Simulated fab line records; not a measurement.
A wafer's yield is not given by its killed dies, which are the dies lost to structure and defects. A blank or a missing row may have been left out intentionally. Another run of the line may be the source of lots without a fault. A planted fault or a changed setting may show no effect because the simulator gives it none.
Struck lot and sound lot, side by side / flow n5 finfet / 14 out of 1938 route steps
Sound: these wafers, L749.2, L749.3, L749.5. Struck: wafer L746.4; the same lot's L746.1 was not struck, so it is left out; see the end for the cause.
Order at every step that has rows: each side's tool, ch and its chambers, its first start. Under that, the readings that differ: sound wafers / struck wafers / difference of the means / sigmas: that difference in standard deviations of wafers without a fault.
alike: readings with means less than 2 such deviations apart, plus words and numbers identical on both sides. not compared: withheld readings, readings lacking a value on some wafer, bounds such as >300 that could conceal the same value, and numbers that have no deviation in the record and whose values overlap.
A row with sigmas, a row that says differs or no value, or rows on one side alone: a step with any of these is where the two part. Numbers that have no deviation but don't overlap get no sigmas and don't part them. Lack of a reading on every wafer of one side parts them only where that side has two or more wafers.

first, 1 step without rows for these wafers: N5_BEOL_M8_TRENCH_ETCH_37 (etches SiCOH lowk in C4F6/O2, target depth 93.478 nm, time 31.2 s).
N5_BEOL_M8_ETCH_41: etches SiCN in CH3F/O2, target depth 31.9 nm, time 57.8 s.
  sound: rie diel-04 ch 0,2,3; struck: rie diel-04 ch 3
  alike: O2_flow_sccm, drypump motor current A, oes product au, rf vpp V, showerhead plenum p Torr, throttle valve pct
  not compared: rf hours counter h
N5_BEOL_M8_STRIP_80: strips in N2/H2, time 10 s.
  sound: rie diel-04 ch 0,2,3; struck: rie diel-04 ch 3
  alike: drypump motor current A, oes product au, rf vpp V, showerhead plenum p Torr, throttle valve pct
  not compared: rf hours counter h
N5_BEOL_M8_OCD_MEAS_38:
  sound: ocd-02 at day 13 20:40; struck: ocd-02 at day 13 14:06
  alike: trench depth nm
then, 4 steps without rows for these wafers: N5_BEOL_M8_HM_STRIP_39 (strips TiN in peroxide tin strip, target depth 25 nm, time 158 s); N5_BEOL_M8_SRD_40 (time 30 s); N5_BEOL_M8_PRECLEAN_42 (cleans in residue remover, time 60 s); N5_BEOL_M8_SRD_43 (time 30 s).
N5_BEOL_M8_CD_MEAS_35: the cd target is 40 nm.
  sound: cd sem-01 at day 13 20:49; struck: cd sem-02 at day 13 14:16
  alike: cd nm
N5_BEOL_M8_CURE_75: cures SiCOH lowk, time 120 s.
  sound on uv cure-03 ch 0, day 13 20:54; struck on uv cure-01 ch 0, day 13 14:18
  alike: lamp power pct, wafer_temp_C_max
then, 1 step without rows for these wafers: N5_BEOL_M8_DEGAS_44 (time 60 s).
N5_BEOL_M8_PRE_CLEAN_45: time 30 s.
  sound: pvd sputter-03 at day 13 21:13; struck: pvd sputter-02 at day 13 14:45
  alike: heater power w
N5_BEOL_M8_ALD_77: deposits TaN, target thk 2 nm, pulse time 2 s, purge time 3 s.
  sound on ald metal-02 ch 0,1,2, day 13 21:16; struck on ald metal-01 ch 2, day 13 14:50
reading=ald cycles; sound=40 40 40; struck=47; difference=+7; sigmas=
reading=model.TaN_of_BEOL_M8_ALD_77.thk nm (nm); sound=2 2 2; struck=2.4; difference=+0.4; sigmas=
  alike: chamber pressure Torr, heater power w, precursor vessel pressure torr
N5_BEOL_M8_SURFACE_TREAT_79:
  sound: pvd sputter-01 at day 13 21:34; struck: pvd sputter-02 at day 13 15:14
  not compared: throttle valve pct

WHERE THEY PART
Nowhere in this record.

WHY: whatever the simulator had introduced
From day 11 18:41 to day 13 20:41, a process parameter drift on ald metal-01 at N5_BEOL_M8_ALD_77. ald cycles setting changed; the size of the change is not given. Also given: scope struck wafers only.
